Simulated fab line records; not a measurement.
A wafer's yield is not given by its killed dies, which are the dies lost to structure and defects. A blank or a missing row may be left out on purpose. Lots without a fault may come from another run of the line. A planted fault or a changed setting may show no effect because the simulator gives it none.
Chamber matching :: flow n5Finfet :: 4 sister chambers for N5_BEOL_M2_ETCH_69 on rieDiel-03
The step etches SiARC in CF4, target depth 15.6 nm, time 26 s. 20 wafers are shown with their chamber, then 10 later ones without.

## WAFERS WITH THEIR CHAMBER
wafer: L074.1
chamber: 2
showerheadPlenumPTorr (Torr): 2.07
drypumpMotorCurrentA (A): 5.2
throttleValvePct (%): 15.3

wafer: L074.3
chamber: 0
showerheadPlenumPTorr (Torr): 2.04
drypumpMotorCurrentA (A): 5.7
throttleValvePct (%): 15.6

wafer: L074.6
chamber: 1
showerheadPlenumPTorr (Torr): 2.19
drypumpMotorCurrentA (A): 5.2
throttleValvePct (%): 15.6

wafer: L082.3
chamber: 3
showerheadPlenumPTorr (Torr): 2.20
drypumpMotorCurrentA (A): 6.5
throttleValvePct (%): 15.7

wafer: L082.4
chamber: 3
showerheadPlenumPTorr (Torr): 2.20
drypumpMotorCurrentA (A): 6.5
throttleValvePct (%): 15.6

wafer: L082.6
chamber: 0
showerheadPlenumPTorr (Torr): 2.04
drypumpMotorCurrentA (A): 5.6
throttleValvePct (%): 15.7

wafer: L084.1
chamber: 1
showerheadPlenumPTorr (Torr): 2.19
drypumpMotorCurrentA (A): 5.2
throttleValvePct (%): 15.2

wafer: L084.4
chamber: 0
showerheadPlenumPTorr (Torr): 2.03
drypumpMotorCurrentA (A): 5.7
throttleValvePct (%): 15.7

wafer: L084.6
chamber: 3
showerheadPlenumPTorr (Torr): 2.20
drypumpMotorCurrentA (A): 6.5
throttleValvePct (%): 15.7

wafer: L085.1
chamber: 0
showerheadPlenumPTorr (Torr): 2.03
drypumpMotorCurrentA (A): 5.6
throttleValvePct (%): 15.7

wafer: L085.2
chamber: 1
showerheadPlenumPTorr (Torr): 2.19
drypumpMotorCurrentA (A): 5.2
throttleValvePct (%): 15.1

wafer: L085.3
chamber: 2
showerheadPlenumPTorr (Torr): 2.06
drypumpMotorCurrentA (A): 5.3
throttleValvePct (%): 15.3

wafer: L085.4
chamber: 0
showerheadPlenumPTorr (Torr): 2.03
drypumpMotorCurrentA (A): 5.6
throttleValvePct (%): 15.7

wafer: L085.5
chamber: 1
showerheadPlenumPTorr (Torr): 2.19
drypumpMotorCurrentA (A): 5.2
throttleValvePct (%): 15.1

wafer: L085.6
chamber: 2
showerheadPlenumPTorr (Torr): 2.06
drypumpMotorCurrentA (A): 5.3
throttleValvePct (%): 15.3

wafer: L086.1
chamber: 0
showerheadPlenumPTorr (Torr): 2.03
drypumpMotorCurrentA (A): 5.6
throttleValvePct (%): 15.7

wafer: L086.5
chamber: 2
showerheadPlenumPTorr (Torr): 2.06
drypumpMotorCurrentA (A): 5.3
throttleValvePct (%): 15.3

wafer: L086.6
chamber: 1
showerheadPlenumPTorr (Torr): 2.19
drypumpMotorCurrentA (A): 5.2
throttleValvePct (%): 15.2

wafer: L090.3
chamber: 1
showerheadPlenumPTorr (Torr): 2.19
drypumpMotorCurrentA (A): 5.2
throttleValvePct (%): 15.2

wafer: L090.4
chamber: 3
showerheadPlenumPTorr (Torr): 2.20
drypumpMotorCurrentA (A): 6.5
throttleValvePct (%): 15.7

SIGNATURES (means of the wafers above)
reading: showerheadPlenumPTorr
chamber 0: 2.0333
chamber 1: 2.1900
chamber 2: 2.0625
chamber 3: 2.2000
scatter within a chamber: 0.00361

reading: drypumpMotorCurrentA
chamber 0: 5.633
chamber 1: 5.200
chamber 2: 5.275
chamber 3: 6.500
scatter within a chamber: 0.0361

reading: throttleValvePct
chamber 0: 15.683
chamber 1: 15.233
chamber 2: 15.300
chamber 3: 15.675
scatter within a chamber: 0.109
Rule: distance of a wafer from a chamber = root of the sum over the readings of ((wafer's reading minus chamber's mean) / reading's scatter) squared. The wafer belongs to the nearest chamber; if the next one is less than 2 further off, it can't be placed. How the scatter is found: for the shown wafers, subtract from each reading the mean of its chamber, square and add these, divide the total by (wafers less chambers), then take the root.

## WAFERS WITHOUT THEIR CHAMBER
wafer: L090.5
showerheadPlenumPTorr (Torr): 2.20
drypumpMotorCurrentA (A): 6.5
throttleValvePct (%): 15.7

wafer: L093.1
showerheadPlenumPTorr (Torr): 2.18
drypumpMotorCurrentA (A): 5.1
throttleValvePct (%): 15.2

wafer: L093.2
showerheadPlenumPTorr (Torr): 2.05
drypumpMotorCurrentA (A): 5.3
throttleValvePct (%): 15.4

wafer: L093.3
showerheadPlenumPTorr (Torr): 2.19
drypumpMotorCurrentA (A): 6.5
throttleValvePct (%): 15.7

wafer: L093.4
showerheadPlenumPTorr (Torr): 2.19
drypumpMotorCurrentA (A): 6.5
throttleValvePct (%): 15.7

wafer: L093.5
showerheadPlenumPTorr (Torr): 2.18
drypumpMotorCurrentA (A): 5.2
throttleValvePct (%): 15.2

wafer: L093.6
showerheadPlenumPTorr (Torr): 2.05
drypumpMotorCurrentA (A): 5.3
throttleValvePct (%): 15.4

wafer: L095.2
showerheadPlenumPTorr (Torr): 2.19
drypumpMotorCurrentA (A): 6.5
throttleValvePct (%): 15.7

wafer: L095.5
showerheadPlenumPTorr (Torr): 2.19
drypumpMotorCurrentA (A): 6.5
throttleValvePct (%): 15.7

wafer: L095.6
showerheadPlenumPTorr (Torr): 2.05
drypumpMotorCurrentA (A): 5.3
throttleValvePct (%): 15.4

## WHICH CHAMBER EACH WENT THROUGH
wafer: L090.5
from the rows above: 3
in truth: 3

wafer: L093.1
from the rows above: 1
in truth: 1

wafer: L093.2
from the rows above: 2
in truth: 2

wafer: L093.3
from the rows above: 3
in truth: 3

wafer: L093.4
from the rows above: 3
in truth: 3

wafer: L093.5
from the rows above: 1
in truth: 1

wafer: L093.6
from the rows above: 2
in truth: 2

wafer: L095.2
from the rows above: 3
in truth: 3

wafer: L095.5
from the rows above: 3
in truth: 3

wafer: L095.6
from the rows above: 2
in truth: 2
Placed correctly: 10 of 10. Can't be placed from these rows: 0. Placed wrongly: 0.
